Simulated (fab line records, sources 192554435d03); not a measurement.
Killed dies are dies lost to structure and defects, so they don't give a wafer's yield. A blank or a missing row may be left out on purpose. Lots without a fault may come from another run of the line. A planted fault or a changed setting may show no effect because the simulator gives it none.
Chamber matching | flow n5_finfet | N5_BEOL_M0_SAQP_SPACER2_ALD_26 on ald_sin-03: 4 sister chambers
The step deposits SiO2, target thk 15 nm, pulse time 1 s, purge time 2 s. 20 wafers are shown with their chamber, then 10 later ones without.

WAFERS WITH THEIR CHAMBER
wafer  | chamber | heater_power_w (W) | chamber_pressure_Torr (Torr) | precursor_pulse_height_rel
L074.1 | 1       | 439                | 2.002                        | 0.990
L074.3 | 2       | 479                | 1.995                        | 1.019
L074.6 | 3       | 503                | 2.002                        | 1.036
L075.1 | 2       | 466                | 1.998                        | 0.960
L075.3 | 1       | 438                | 1.993                        | 1.008
L075.4 | 0       | 382                | 1.995                        | 0.986
L077.2 | 3       | 505                | 2.002                        | 1.013
L077.5 | 2       | 485                | 2.002                        | 0.997
L077.6 | 1       | 441                | 1.999                        | 1.008
L079.3 | 1       | 448                | 2.000                        | 0.959
L079.5 | 3       | 512                | 1.997                        | 0.971
L079.6 | 2       | 475                | 2.005                        | 1.012
L084.1 | 1       | 441                | 1.997                        | 1.008
L084.2 | 0       | 393                | 2.012                        | 0.977
L084.3 | 2       | 474                | 2.005                        | 0.996
L085.1 | 3       | 498                | 2.007                        | 1.039
L085.3 | 2       | 459                | 2.000                        | 0.999
L085.4 | 1       | 447                | 1.999                        | 0.998
L086.1 | 3       | 500                | 1.996                        | 0.987
L086.2 | 0       | 388                | 2.002                        | 1.010

SIGNATURES (means of the wafers above)
reading                    | chamber 0 | chamber 1 | chamber 2 | chamber 3 | scatter within a chamber
heater_power_w             | 387.67    | 442.33    | 473.00    | 503.60    | 6.59
chamber_pressure_Torr      | 2.00300   | 1.99833   | 2.00083   | 2.00080   | 0.00468
precursor_pulse_height_rel | 0.99100   | 0.99517   | 0.99717   | 1.00920   | 0.0225
Rule: a wafer's distance from a chamber is the root of the sum, over the readings, of the square of ((its reading less the chamber's mean) divided by the reading's scatter). The wafer belongs to the nearest chamber; if the next one is less than 2 further off, it can't be placed. The scatter: the root of (the sum of the squares of (reading less its chamber's mean) over the shown wafers, divided by (wafers less chambers)).

WAFERS WITHOUT THEIR CHAMBER
wafer  | heater_power_w (W) | chamber_pressure_Torr (Torr) | precursor_pulse_height_rel
L086.4 | 452                | 1.998                        | 0.998
L090.2 | 438                | 1.996                        | 1.025
L090.4 | 383                | 1.999                        | 1.002
L090.5 | 491                | 1.998                        | 0.987
L091.1 | 505                | 2.002                        | 0.997
L091.4 | 375                | 1.997                        | 1.005
L091.6 | 386                | 1.994                        | 0.977
L094.1 | 382                | 1.994                        | 0.977
L094.2 | 474                | 2.007                        | 0.981
L094.5 | 437                | 1.999                        | 0.992

WHICH CHAMBER EACH WENT THROUGH
wafer  | from the rows above     | in truth
L086.4 | can't be placed: 1 or 2 | 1
L090.2 | 1                       | 1
L090.4 | 0                       | 0
L090.5 | can't be placed: 3 or 2 | 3
L091.1 | 3                       | 3
L091.4 | 0                       | 0
L091.6 | 0                       | 0
L094.1 | 0                       | 0
L094.2 | 2                       | 2
L094.5 | 1                       | 1
Placed correctly: 8 of 10. Can't be placed from these rows: 2 (the true chamber is among the candidates in 2). Placed wrongly: 0.
